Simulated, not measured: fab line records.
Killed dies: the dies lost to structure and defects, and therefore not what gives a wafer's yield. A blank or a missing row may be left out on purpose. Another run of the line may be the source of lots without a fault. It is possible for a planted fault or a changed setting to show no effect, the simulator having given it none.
fab line records	flow nand-harc
record lots=13	wafers=39	last-day=33
route steps=1302 shown P_CONTACT@244 P_M0@271 END@1302
lots that met no fault: from a run of the same line without faults
start-h: start of the lot's first displayed wafer, in hours after the record's first day	wait-h: time in hours since the lot's previous step	" same as the row above	L1.1+2: one row covering several wafers at once	- no value, or no start was given	* or withheld: withheld	< > ~ a bound
route shown NAME@n: names a module that has steps shown in the file, with the first one's number in the route	usual: mean and standard deviation over wafers with no fault	same: alike in all rows	chamber/n: place in a boat	sites: per-site readings	_std_site: their standard deviation	_edge_site: mean of outer sites minus mean of inner sites	radius-mm: for every site, how far away it sits from the centre of the wafer	mask NAME#n: copy n	behind: tool/chamber where the wafer was last shaped	hold: why the lot was held/for how many hours/how that ended	device: which transistor (n, p or np) failed to switch	end of line: the same wafers' tests at the end of the route	for a step that has no rows: nothing shown but its recipe	killed: not the wafer's yield, but the dies lost to structure and defects at the first sort	map: dies across one wafer; x = killed, . = not, _ = none there
set.NAME: setting as actually run; set.NAME@STEP: the setting as run at that earlier step	model.NAME: the simulator's own value behind a step, which no gauge read
a sample of lots followed through the steps of the route, with each step as a table and each wafer as a row
services: the hour from which a tool's chamber was out of use, counted from the record's first day as start-h (under 0 if before that day), plus the number of hours and why
## steps
# step NHARC_P_CONTACT_DEGAS_38
# recipe temp-c=300	time-s=60
# usual heater-power-w=475/56
lot.wafer	tool	chamber	start-h	wait-h	heater-power-w
L108.4	pvd-sputter-03	-	143.17	-	416
L108.1	"	-	"	"	523
L108.5	"	-	"	"	437
L111.4	pvd-sputter-03	-	169.04	-	524
L111.1	"	-	"	"	471
L111.6	"	-	"	"	523
L112.3	pvd-sputter-01	-	174.84	-	431
L112.2	"	-	"	"	572
L112.5	"	-	"	"	416
L113.2	pvd-sputter-03	-	188.30	-	445
L113.3	"	-	"	"	452
L113.4	"	-	"	"	536
L116.1	pvd-sputter-02	-	225.51	-	570
L116.6	"	-	"	"	559
L116.5	"	-	"	"	490
L117.1	pvd-sputter-02	-	226.78	-	459
L117.3	"	-	"	"	374
L117.4	"	-	"	"	562
L118.2	pvd-sputter-02	-	236.23	-	459
L118.5	"	-	"	"	487
L118.6	"	-	"	"	456
L119.1	pvd-sputter-01	-	250.74	-	529
L119.2	"	-	"	"	410
L119.6	"	-	"	"	428
L124.4	pvd-sputter-02	-	296.25	-	540
L124.2	"	-	"	"	525
L124.6	"	-	"	"	533
L125.2	pvd-sputter-01	-	313.08	-	504
L125.1	"	-	"	"	551
L125.5	"	-	"	"	523
L126.1	pvd-sputter-02	-	318.23	-	469
L126.4	"	-	"	"	423
L126.5	"	-	"	"	528
L128.4	pvd-sputter-01	-	341.85	-	527
L128.2	"	-	"	"	411
L128.6	"	-	"	"	511
L129.2	pvd-sputter-01	-	349.64	-	557
L129.4	"	-	"	"	415
L129.6	"	-	"	"	413
# step NHARC_P_CONTACT_CMP_24
# recipe t-overpolish-s=30	target-thk-nm=200
# usual motor-current-A=12.2/1	overpolish-run-s=29.999/0.0091	retaining-ring-pressure-frac=0.999/0.0049	time-to-endpoint-s=40.4/2.6
lot.wafer	tool	chamber	start-h	wait-h	motor-current-A	overpolish-run-s	retaining-ring-pressure-frac	time-to-endpoint-s
L108.1	cmp-03	1	144.27	0.6	11.0	30.000	0.993	40.5
L108.4	"	2	"	"	11.6	29.981	0.996	39.7
L108.5	"	1	"	"	11.3	29.999	1.006	42.0
L111.4	cmp-02	3	170.13	0.4	11.9	30.006	0.999	41.9
L111.1	"	2	"	"	13.7	29.999	0.993	39.1
L111.6	"	0	"	"	14.2	29.990	1.006	39.6
L112.2	cmp-02	0	175.97	0.6	13.5	30.004	1.004	38.9
L112.3	"	1	"	"	13.9	29.994	0.997	40.2
L112.5	"	3	"	"	11.0	30.002	0.997	39.6
L113.2	cmp-03	2	189.69	0.6	11.6	30.007	1.005	38.4
L113.4	"	3	"	"	12.7	29.995	0.999	41.0
L113.3	"	0	"	"	12.3	30.009	0.999	39.4
L116.1	cmp-03	1	226.69	0.6	11.4	30.004	0.997	45.4
L116.6	"	2	"	"	11.2	29.993	1.004	40.6
L116.5	"	3	"	"	12.8	29.989	0.994	43.4
L117.3	cmp-02	3	227.88	0.3	11.5	30.007	1.001	44.5
L117.4	"	1	"	"	12.6	29.994	1.001	42.6
L117.1	"	2	"	"	13.2	30.010	0.996	43.5
L118.2	cmp-03	2	237.38	0.5	10.9	30.002	0.999	41.8
L118.6	"	3	"	"	12.9	29.987	0.999	43.8
L118.5	"	0	"	"	12.2	29.984	1.001	39.3
L119.1	cmp-03	2	251.85	0.5	11.8	30.012	1.007	43.3
L119.2	"	0	"	"	12.5	30.002	1.001	40.2
L119.6	"	1	"	"	10.8	29.996	0.992	41.6
L124.2	cmp-01	3	297.35	0.6	10.4	30.017	1.002	38.6
L124.4	"	0	"	"	11.7	29.994	1.002	40.4
L124.6	"	2	"	"	10.9	29.988	1.005	37.2
L125.1	cmp-01	0	314.15	0.5	12.6	29.992	0.997	41.6
L125.2	"	1	"	"	12.4	30.010	1.003	41.9
L125.5	"	0	"	"	12.7	29.994	0.997	43.7
L126.4	cmp-03	0	319.30	0.4	12.3	29.997	1.005	37.2
L126.1	"	2	"	"	11.2	29.987	1.006	40.8
L126.5	"	0	"	"	11.8	30.012	0.997	34.5
L128.2	cmp-01	3	342.95	0.5	11.1	30.010	0.997	34.9
L128.4	"	1	"	"	13.5	30.003	0.994	34.9
L128.6	"	0	"	"	12.9	30.001	1.000	39.1
L129.4	cmp-01	0	350.74	0.3	12.3	29.999	0.996	37.5
L129.2	"	3	"	"	11.3	30.014	0.995	39.8
L129.6	"	0	"	"	13.0	29.984	0.993	37.9
# step NHARC_P_M0_STRIP_19
# recipe time-s=600	temp-c=30	chemistry=post-etch-residue-remover
# usual bath-heat-duty-pct=12.9/1.6	run-length-s=603.4/1.1
lot.wafer	tool	chamber	start-h	wait-h	bath-heat-duty-pct	run-length-s
L108.4	wet-bench-09	5	146.28	-	11.5	603.7
L108.1	"	6	"	"	12.5	602.7
L108.5	"	7	"	"	11.5	603.0
L111.6	wet-bench-01	5	172.15	-	13.1	603.8
L111.1	"	0	"	"	10.7	601.7
L111.4	"	1	"	"	15.8	603.7
L112.5	wet-bench-06	7	178.09	-	13.8	604.7
L112.3	"	0	"	"	13.4	603.2
L112.2	"	3	"	"	17.2	602.7
L113.3	wet-bench-09	1	191.82	-	11.3	603.4
L113.2	"	2	"	"	12.0	606.3
L113.4	"	4	"	"	15.8	603.7
L116.1	wet-bench-06	0	228.64	-	-	-
L116.6	"	2	"	"	-	-
L116.5	"	4	"	"	-	-
L117.3	wet-bench-09	6	230.02	-	-	-
L117.4	"	1	"	"	-	-
L117.1	"	3	"	"	-	-
L118.5	wet-bench-01	0	239.46	-	-	-
L118.2	"	2	"	"	-	-
L118.6	"	3	"	"	-	-
L119.6	wet-bench-01	7	253.96	-	13.5	603.4
L119.1	"	1	"	"	13.6	602.3
L119.2	"	3	"	"	10.6	603.4
L124.6	wet-bench-06	7	299.51	-	14.4	605.0
L124.4	"	0	"	"	14.1	602.2
L124.2	"	2	"	"	15.0	603.2
L125.2	wet-bench-01	4	316.30	-	12.7	602.2
L125.5	"	5	"	"	12.0	605.2
L125.1	"	7	"	"	16.2	603.6
L126.5	wet-bench-09	7	321.46	-	11.1	602.5
L126.1	"	0	"	"	12.5	602.6
L126.4	"	3	"	"	12.9	602.9
L128.6	wet-bench-01	4	345.27	-	12.6	602.4
L128.4	"	5	"	"	11.5	604.1
L128.2	"	7	"	"	14.6	604.8
L129.2	wet-bench-01	7	352.89	-	15.0	604.2
L129.6	"	0	"	"	13.8	602.4
L129.4	"	1	"	"	13.9	603.4
# step NHARC_P_M0_PRE_CLEAN_31
# recipe time-s=12	temp-c=370	rf-power-w=300	gas=NH3
# usual heater-power-w=579/59
lot.wafer	tool	chamber	start-h	wait-h	heater-power-w
L108.1	pecvd-04	0	148.15	0.1	587
L108.5	"	1	"	"	690
L108.4	"	2	"	"	543
L111.1	pecvd-04	2	174.06	0.1	583
L111.4	"	1	"	"	615
L111.6	"	2	"	"	579
L112.2	pecvd-01	1	179.99	0.1	608
L112.3	"	0	"	"	536
L112.5	"	0	"	"	548
L113.2	pecvd-01	1	193.73	0.1	541
L113.3	"	2	"	"	578
L113.4	"	0	"	"	588
L116.1	pecvd-01	1	230.68	0.2	560
L116.6	"	1	"	"	560
L116.5	"	2	"	"	548
L117.1	pecvd-01	2	231.91	0.1	552
L117.3	"	0	"	"	589
L117.4	"	0	"	"	586
L118.2	pecvd-04	0	241.33	0.1	534
L118.6	"	0	"	"	518
L118.5	"	2	"	"	551
L119.1	pecvd-01	0	255.85	0.1	631
L119.2	"	1	"	"	515
L119.6	"	0	"	"	645
L124.2	pecvd-04	0	301.41	0.1	623
L124.4	"	1	"	"	656
L124.6	"	2	"	"	549
L125.2	pecvd-02	0	318.21	0.1	677
L125.1	"	1	"	"	576
L125.5	"	0	"	"	678
L126.1	pecvd-02	2	323.90	0.6	551
L126.5	"	2	"	"	549
L126.4	"	1	"	"	605
L128.2	pecvd-04	0	347.17	0.1	585
L128.4	"	1	"	"	633
L128.6	"	2	"	"	604
L129.2	pecvd-01	2	354.79	0.1	539
L129.6	"	1	"	"	684
L129.4	"	2	"	"	545
# step NHARC_END_SORT_01
# recipe temp-c=25
# usual defect-limited-yield=91/3	killed-at-array=56/20	killed-at-other=1/1.3	killed-at-periphery=3.5/2.7	killed-dies=60/20	killed-open=3.3/1.6	killed-short=2.4/1.5
# same gross-dies=677
lot.wafer	tool	chamber	start-h	wait-h	defect-limited-yield[%]	killed-at-array	killed-at-other	killed-at-periphery	killed-dies	killed-open	killed-short
L108.1	prober-02	0	580.06	2.5	87	82	0	3	85	5	2
L108.4	prober-02	0	582.47	3.4	87	81	0	8	89	2	3
L108.5	prober-02	0	583.27	3.7	90	59	0	8	67	2	2
L111.1	prober-02	0	610.47	2.5	95	35	0	1	36	5	2
L111.4	prober-02	0	612.87	3.4	91	61	0	3	64	5	3
L111.6	prober-02	0	614.46	4.0	91	57	1	1	59	3	2
L112.2	prober-01	0	619.67	2.7	92	49	0	6	55	4	0
L112.3	prober-01	0	620.46	3.0	92	46	1	5	52	5	3
L112.5	prober-01	0	622.04	3.7	91	59	0	2	61	3	6
L113.2	prober-02	0	625.98	2.7	91	57	0	5	62	5	1
L113.3	prober-02	0	626.78	3.1	93	43	2	5	50	4	4
L113.4	prober-02	0	627.58	3.4	91	57	2	4	63	4	0
L117.1	prober-01	0	655.20	2.5	90	67	0	1	68	2	3
L117.3	prober-01	0	656.82	3.1	94	40	0	1	41	1	3
L117.4	prober-01	0	657.63	3.4	90	62	0	3	65	4	4
L116.1	prober-02	0	655.26	2.5	92	52	2	1	55	6	2
L116.5	prober-02	0	658.48	3.7	90	58	5	6	69	5	2
L116.6	prober-02	0	659.29	4.0	94	42	0	2	44	4	2
L119.1	prober-01	0	677.55	2.5	86	88	0	7	95	3	4
L119.2	prober-01	0	678.35	2.8	88	74	1	9	84	4	1
L119.6	prober-01	0	681.56	4.0	88	73	0	7	80	2	1
L118.2	prober-02	0	678.41	2.8	92	48	2	3	53	3	2
L118.5	prober-02	0	680.79	3.7	90	65	0	1	66	3	2
L118.6	prober-02	0	681.58	4.0	92	45	1	5	51	6	6
L124.2	prober-02	0	730.51	2.8	96	26	0	1	27	2	1
L124.4	prober-02	0	732.12	3.4	95	31	0	2	33	3	5
L124.6	prober-02	0	733.72	4.0	95	27	0	4	31	4	2
L126.1	prober-02	0	748.62	2.5	93	41	1	5	47	4	3
L126.4	prober-02	0	750.99	3.4	93	37	2	6	45	3	3
L126.5	prober-02	0	751.77	3.6	94	32	0	8	40	2	0
L125.1	prober-01	0	748.67	2.5	88	75	2	6	83	4	2
L125.2	prober-01	0	749.48	2.8	88	73	4	4	81	0	1
L125.5	prober-01	0	751.89	3.7	88	80	1	0	81	3	2
L128.2	prober-01	0	772.03	2.8	92	50	0	1	51	3	0
L128.4	prober-01	0	773.62	3.4	91	56	2	2	60	8	3
L128.6	prober-01	0	775.21	4.0	92	55	0	2	57	4	3
L129.2	prober-01	0	781.06	2.8	98	12	1	1	14	3	1
L129.4	prober-01	0	782.62	3.3	97	15	2	2	19	5	2
L129.6	prober-01	0	784.18	3.9	97	16	3	2	21	4	3
# killed by level:class
L108.1 A_CHANNEL_HOLE_D2:chamber-film-flake=34 A_SLIT:chamber-film-flake=21 A_SGD_CUT:chamber-film-flake=7 A_CHANNEL_HOLE_D1:chamber-film-flake=5 A_STAIRCASE:chamber-film-flake=5 A_DECK1_JOINT:geometric-particle:open=2 P_GATE:chamber-film-flake=2 A_CONTACT:chamber-film-flake=2
L108.4 A_CHANNEL_HOLE_D2:chamber-film-flake=37 A_SLIT:chamber-film-flake=28 A_SGD_CUT:chamber-film-flake=4 P_GATE:chamber-film-flake=3 A_STAIRCASE:chamber-film-flake=3 A_M0:geometric-particle:open=2 P_STI:chamber-film-flake=2 A_CHANNEL_HOLE_D1:chamber-film-flake=2
L108.5 A_SLIT:chamber-film-flake=29 A_CHANNEL_HOLE_D2:chamber-film-flake=16 A_CHANNEL_HOLE_D1:chamber-film-flake=6 P_STI:chamber-film-flake=4 P_ZERO_WELL:chamber-film-flake=2 P_GATE:chamber-film-flake=2 A_SGD_CUT:chamber-film-flake=2 A_CONTACT:chamber-film-flake=2
L111.1 A_CHANNEL_HOLE_D2:chamber-film-flake=13 A_CHANNEL_HOLE_D1:chamber-film-flake=10 A_CHANNEL_FILL_D1:chamber-film-flake=3 A_DECK1_JOINT:chamber-film-flake=2 P_CONTACT:geometric-particle:open=1 A_DECK1_JOINT:geometric-particle:open=1 A_DECK1_JOINT:geometric-particle:short=1 A_ONON_D2:geometric-particle:open=1
L111.4 A_CHANNEL_HOLE_D1:chamber-film-flake=25 A_CHANNEL_HOLE_D2:chamber-film-flake=23 A_CHANNEL_FILL_D1:chamber-film-flake=3 A_DECK1_JOINT:geometric-particle:open=2 A_CONTACT:chamber-film-flake=2 P_GATE:geometric-particle:open=1 A_ONON_D1:geometric-particle:short=1 A_DECK1_JOINT:geometric-particle:short=1
L111.6 A_CHANNEL_HOLE_D1:chamber-film-flake=31 A_CHANNEL_HOLE_D2:chamber-film-flake=19 A_CONTACT:chamber-film-flake=3 P_CONTACT:geometric-particle:short=1 A_CHANNEL_HOLE_D1:geometric-particle:open=1 A_CHANNEL_FILL_D1:geometric-particle:short=1 A_CHANNEL_HOLE_D2:geometric-particle:open=1 STARTING-WAFER:geometric-particle:open=1
L112.2 A_SLIT:chamber-film-flake=21 A_CHANNEL_HOLE_D2:chamber-film-flake=12 A_CHANNEL_HOLE_D1:chamber-film-flake=5 P_CONTACT:chamber-film-flake=3 A_CONTACT:chamber-film-flake=3 A_M1:chamber-film-flake=2 P_M0:geometric-particle:open=1 A_CHANNEL_HOLE_D1:geometric-particle:open=1
L112.3 A_SLIT:chamber-film-flake=24 A_CHANNEL_HOLE_D2:chamber-film-flake=5 A_CHANNEL_HOLE_D1:chamber-film-flake=4 A_CONTACT:chamber-film-flake=3 A_M1:chamber-film-flake=3 A_DECK1_JOINT:geometric-particle:short=2 P_CONTACT:chamber-film-flake=2 P_GATE:geometric-particle:open=1
L112.5 A_SLIT:chamber-film-flake=32 A_CONTACT:chamber-film-flake=6 A_CHANNEL_HOLE_D2:chamber-film-flake=5 A_M1:chamber-film-flake=4 A_CHANNEL_HOLE_D1:chamber-film-flake=3 A_SOURCE_PLATE:geometric-particle:short=2 P_M1:geometric-particle:short=1 A_ONON_D1:geometric-particle:short=1
L113.2 A_CHANNEL_HOLE_D1:chamber-film-flake=30 A_CONTACT:chamber-film-flake=10 A_CHANNEL_HOLE_D2:chamber-film-flake=7 A_CHANNEL_FILL_D2:geometric-particle:open=2 P_CONTACT:chamber-film-flake=2 P_STI:geometric-particle:open=1 P_GATE:geometric-particle:short=1 A_SGD_CUT:geometric-particle:open=1
L113.3 A_CHANNEL_HOLE_D1:chamber-film-flake=15 A_CHANNEL_HOLE_D2:chamber-film-flake=10 A_CONTACT:chamber-film-flake=7 A_STAIRCASE:chamber-film-flake=2 A_WL_FILL:chamber-film-flake=2 THIN_TSV:chamber-film-flake=2 P_CONTACT:geometric-particle:open=1 P_M0:geometric-particle:open=1
L113.4 A_CHANNEL_HOLE_D1:chamber-film-flake=28 A_CONTACT:chamber-film-flake=11 A_CHANNEL_HOLE_D2:chamber-film-flake=10 A_WL_FILL:chamber-film-flake=3 P_STI:chamber-film-flake=2 P_CONTACT:chamber-film-flake=2 A_DECK1_JOINT:geometric-particle:open=1 A_CHANNEL_HOLE_D2:geometric-particle:open=1
L117.1 A_CHANNEL_HOLE_D1:chamber-film-flake=35 A_CHANNEL_HOLE_D2:chamber-film-flake=17 A_STAIRCASE:chamber-film-flake=6 A_CHANNEL_FILL_D1:geometric-particle:short=2 A_SLIT:chamber-film-flake=2 A_CHANNEL_FILL_D1:geometric-particle:open=1 A_CHANNEL_HOLE_D2:geometric-particle:open=1 A_M0:geometric-particle:short=1
L116.1 A_SLIT:chamber-film-flake=35 A_CHANNEL_HOLE_D2:chamber-film-flake=4 A_CHANNEL_HOLE_D1:chamber-film-flake=2 A_CHANNEL_HOLE_D2:unspecified=2 A_ONON_D1:geometric-particle:open=1 A_CHANNEL_FILL_D1:geometric-particle:open=1 A_CHANNEL_FILL_D1:geometric-particle:short=1 A_DECK1_JOINT:geometric-particle:open=1
L117.3 A_CHANNEL_HOLE_D1:chamber-film-flake=16 A_CHANNEL_HOLE_D2:chamber-film-flake=13 A_STAIRCASE:chamber-film-flake=5 A_CONTACT:chamber-film-flake=3 A_ONON_D1:geometric-particle:short=2 P_M0:geometric-particle:open=1 A_WL_FILL:geometric-particle:short=1
L117.4 A_CHANNEL_HOLE_D1:chamber-film-flake=29 A_CHANNEL_HOLE_D2:chamber-film-flake=21 A_CHANNEL_FILL_D1:geometric-particle:open=2 P_GATE:chamber-film-flake=2 A_CHANNEL_FILL_D2:chamber-film-flake=2 A_SLIT:chamber-film-flake=2 P_M1:geometric-particle:short=1 A_ONON_D1:geometric-particle:short=1
L116.5 A_SLIT:chamber-film-flake=31 A_CHANNEL_HOLE_D2:chamber-film-flake=6 A_DECK1_JOINT:chamber-film-flake=4 A_CONTACT:chamber-film-flake=4 THIN_TSV:chamber-film-flake=4 A_CHANNEL_HOLE_D1:chamber-film-flake=3 P_M0:geometric-particle:open=2 P_M1:geometric-particle:open=2
L116.6 A_SLIT:chamber-film-flake=27 A_CHANNEL_HOLE_D1:chamber-film-flake=4 A_WL_FILL:geometric-particle:open=2 A_ZERO_WELL:chamber-film-flake=2 P_M0:geometric-particle:open=1 A_CHANNEL_FILL_D1:geometric-particle:open=1 A_CHANNEL_FILL_D1:geometric-particle:short=1 A_DECK1_JOINT:geometric-particle:short=1
L119.1 A_SLIT:chamber-film-flake=33 A_CHANNEL_HOLE_D1:chamber-film-flake=29 A_CHANNEL_HOLE_D2:chamber-film-flake=12 P_BONDPAD:chamber-film-flake=4 A_WL_FILL:chamber-film-flake=3 A_STAIRCASE:chamber-film-flake=3 A_CONTACT:chamber-film-flake=2 P_GATE:geometric-particle:open=1
L119.2 A_SLIT:chamber-film-flake=30 A_CHANNEL_HOLE_D1:chamber-film-flake=16 A_CHANNEL_HOLE_D2:chamber-film-flake=11 P_BONDPAD:chamber-film-flake=6 A_CONTACT:chamber-film-flake=5 P_STI:chamber-film-flake=2 A_ZERO_WELL:chamber-film-flake=2 A_STAIRCASE:chamber-film-flake=2
L118.2 A_CHANNEL_HOLE_D1:chamber-film-flake=19 A_CHANNEL_HOLE_D2:chamber-film-flake=18 P_M1:chamber-film-flake=2 A_DECK1_JOINT:chamber-film-flake=2 A_STAIRCASE:chamber-film-flake=2 A_ONON_D1:geometric-particle:open=1 A_WL_FILL:geometric-particle:open=1 A_M0:geometric-particle:open=1
L118.5 A_CHANNEL_HOLE_D1:chamber-film-flake=28 A_CHANNEL_HOLE_D2:chamber-film-flake=19 A_DECK1_JOINT:chamber-film-flake=4 A_ONON_D2:geometric-particle:open=3 A_STAIRCASE:chamber-film-flake=2 A_SLIT:chamber-film-flake=2 A_M0:chamber-film-flake=2 A_CHANNEL_FILL_D1:geometric-particle:short=1
L119.6 A_SLIT:chamber-film-flake=33 A_CHANNEL_HOLE_D1:chamber-film-flake=19 A_CHANNEL_HOLE_D2:chamber-film-flake=10 A_STAIRCASE:chamber-film-flake=5 A_CONTACT:chamber-film-flake=4 P_BONDPAD:chamber-film-flake=3 P_GATE:geometric-particle:open=1 P_M0:geometric-particle:short=1
L118.6 A_CHANNEL_HOLE_D1:chamber-film-flake=15 A_CHANNEL_HOLE_D2:chamber-film-flake=13 A_WL_FILL:geometric-particle:short=3 P_M1:chamber-film-flake=3 A_SLIT:chamber-film-flake=2 P_CONTACT:geometric-particle:open=1 A_SOURCE_PLATE:geometric-particle:open=1 A_CHANNEL_FILL_D1:geometric-particle:open=1
L124.2 A_CHANNEL_HOLE_D1:chamber-film-flake=12 A_STAIRCASE:chamber-film-flake=4 A_SLIT:chamber-film-flake=3 A_BLC:chamber-film-flake=2 A_ONON_D1:geometric-particle:short=1 A_BLC:geometric-particle:open=1 A_M1:geometric-particle:open=1 P_GATE:chamber-film-flake=1
L124.4 A_CHANNEL_HOLE_D1:chamber-film-flake=10 A_SLIT:chamber-film-flake=4 A_BLC:chamber-film-flake=4 A_STAIRCASE:chamber-film-flake=3 A_CHANNEL_FILL_D2:geometric-particle:short=2 A_CONTACT:chamber-film-flake=2 P_CONTACT:geometric-particle:short=1 A_ONON_D1:geometric-particle:open=1
L124.6 A_CHANNEL_HOLE_D1:chamber-film-flake=8 A_CONTACT:chamber-film-flake=4 P_GATE:chamber-film-flake=3 A_STAIRCASE:chamber-film-flake=3 A_CHANNEL_FILL_D2:geometric-particle:open=2 A_SLIT:chamber-film-flake=2 A_BLC:chamber-film-flake=2 A_DECK1_JOINT:geometric-particle:short=1
L126.1 A_CHANNEL_HOLE_D1:chamber-film-flake=23 A_CONTACT:chamber-film-flake=7 P_CONTACT:chamber-film-flake=3 A_DECK1_JOINT:geometric-particle:open=2 A_SLIT:chamber-film-flake=2 P_CONTACT:geometric-particle:open=1 A_CHANNEL_FILL_D1:geometric-particle:short=1 A_DECK1_JOINT:geometric-particle:short=1
L125.1 A_SLIT:chamber-film-flake=30 A_CHANNEL_HOLE_D2:chamber-film-flake=18 A_CHANNEL_HOLE_D1:chamber-film-flake=14 A_CONTACT:chamber-film-flake=5 A_CHANNEL_FILL_D1:chamber-film-flake=3 P_M0:geometric-particle:open=2 P_GATE:chamber-film-flake=2 THIN_TSV:chamber-film-flake=2
L125.2 A_SLIT:chamber-film-flake=31 A_CHANNEL_HOLE_D2:chamber-film-flake=22 A_CHANNEL_HOLE_D1:chamber-film-flake=11 A_CONTACT:chamber-film-flake=6 THIN_TSV:chamber-film-flake=4 A_WL_FILL:chamber-film-flake=2 P_M0:geometric-particle:short=1 P_ZERO_WELL:chamber-film-flake=1
L126.4 A_CHANNEL_HOLE_D1:chamber-film-flake=18 A_STAIRCASE:chamber-film-flake=4 P_STI:chamber-film-flake=2 P_CONTACT:chamber-film-flake=2 A_CHANNEL_FILL_D2:chamber-film-flake=2 A_SLIT:chamber-film-flake=2 A_CONTACT:chamber-film-flake=2 A_BONDPAD:chamber-film-flake=2
L126.5 A_CHANNEL_HOLE_D1:chamber-film-flake=17 P_CONTACT:chamber-film-flake=8 A_SLIT:chamber-film-flake=5 A_CONTACT:chamber-film-flake=5 A_SGD_CUT:chamber-film-flake=2 A_DECK1_JOINT:geometric-particle:open=1 A_ONON_D2:geometric-particle:open=1 A_CHANNEL_FILL_D1:chamber-film-flake=1
L125.5 A_SLIT:chamber-film-flake=36 A_CHANNEL_HOLE_D2:chamber-film-flake=21 A_CHANNEL_HOLE_D1:chamber-film-flake=8 A_CONTACT:chamber-film-flake=4 A_DECK1_JOINT:geometric-particle:short=2 A_CHANNEL_FILL_D1:chamber-film-flake=2 A_BONDPAD:chamber-film-flake=2 A_ONON_D1:geometric-particle:open=1
L128.2 A_CHANNEL_HOLE_D2:chamber-film-flake=24 A_CONTACT:chamber-film-flake=7 A_SLIT:chamber-film-flake=5 A_STAIRCASE:chamber-film-flake=3 A_CHANNEL_FILL_D1:geometric-particle:open=2 A_ZERO_WELL:chamber-film-flake=2 A_WL_FILL:chamber-film-flake=2 A_BLC:chamber-film-flake=2
L128.4 A_CHANNEL_HOLE_D2:chamber-film-flake=24 A_SLIT:chamber-film-flake=5 A_CONTACT:geometric-particle:open=3 A_CHANNEL_FILL_D1:chamber-film-flake=3 A_WL_FILL:chamber-film-flake=3 A_CONTACT:chamber-film-flake=3 A_BLC:chamber-film-flake=3 A_STAIRCASE:chamber-film-flake=2
L128.6 A_CHANNEL_HOLE_D2:chamber-film-flake=30 A_SLIT:chamber-film-flake=5 A_STAIRCASE:chamber-film-flake=4 A_CONTACT:chamber-film-flake=4 A_CHANNEL_FILL_D1:chamber-film-flake=2 P_GATE:geometric-particle:short=1 P_CONTACT:geometric-particle:open=1 A_SOURCE_PLATE:geometric-particle:open=1
L129.2 A_SLIT:chamber-film-flake=3 A_BLC:chamber-film-flake=2 A_ONON_D1:geometric-particle:open=1 A_STAIRCASE:geometric-particle:open=1 A_BLC:geometric-particle:open=1 A_M1:geometric-particle:short=1 P_ZERO_WELL:chamber-film-flake=1 A_CHANNEL_FILL_D1:chamber-film-flake=1
L129.4 A_SLIT:chamber-film-flake=3 A_CHANNEL_HOLE_D2:chamber-film-flake=2 A_CONTACT:chamber-film-flake=2 THIN_TSV:chamber-film-flake=2 P_GATE:geometric-particle:open=1 P_M0:geometric-particle:open=1 A_ONON_D1:geometric-particle:open=1 A_ONON_D1:geometric-particle:short=1
L129.6 A_SLIT:chamber-film-flake=6 THIN_TSV:chamber-film-flake=3 A_BLC:chamber-film-flake=2 P_GATE:geometric-particle:open=1 P_M1:geometric-particle:short=1 A_SOURCE_PLATE:geometric-particle:open=1 A_CHANNEL_FILL_D1:geometric-particle:open=1 A_DECK1_JOINT:geometric-particle:open=1
## services
tool	chamber	start-h	hours	kind
pecvd-01	-	130.36	13.0	pm
cmp-01	-	135.11	0.5	repair
cmp-01	-	148.33	0.2	repair
cmp-03	-	149.77	1.7	repair
cmp-03	-	162.00	4.0	pm
cmp-03	-	167.10	0.5	repair
wet-bench-09	-	176.80	8.0	pm
cmp-01	-	188.52	4.0	pm
cmp-01	-	217.14	7.6	repair
cmp-01	-	225.95	1.0	repair
pvd-sputter-01	-	226.00	10.0	pm
pecvd-01	2	250.22	2.0	repair
cmp-03	-	252.28	1.6	repair
cmp-03	-	260.00	4.0	pm
pecvd-04	-	269.20	13.0	pm
wet-bench-01	-	277.60	8.0	pm
pvd-sputter-02	-	282.00	10.0	pm
pecvd-04	1	282.62	10.5	repair
cmp-03	-	286.45	1.7	repair
cmp-03	-	298.51	1.8	repair
pvd-sputter-02	-	303.07	4.6	repair
pecvd-01	-	311.36	13.0	pm
pvd-sputter-02	-	324.53	2.1	repair
pvd-sputter-02	-	338.00	10.5	repair
## key
first-sign step=NHARC_P_M0_STRIP_19	reading=tool-record	direction=missing
effect none on later readings
met-at NHARC_P_M0_STRIP_19
struck-lots L116,L117,L118
not-acting-at NHARC_P_CONTACT_DEGAS_38,NHARC_P_CONTACT_CMP_24,NHARC_P_M0_PRE_CLEAN_31
onset-between 191.82 228.64
fault kind=skipped-step-whole	tool=wet-bench-01,wet-bench-06,wet-bench-09	chamber=-	onset-h=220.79	steps=NHARC_P_M0_STRIP_19	scope=struck-lots-only
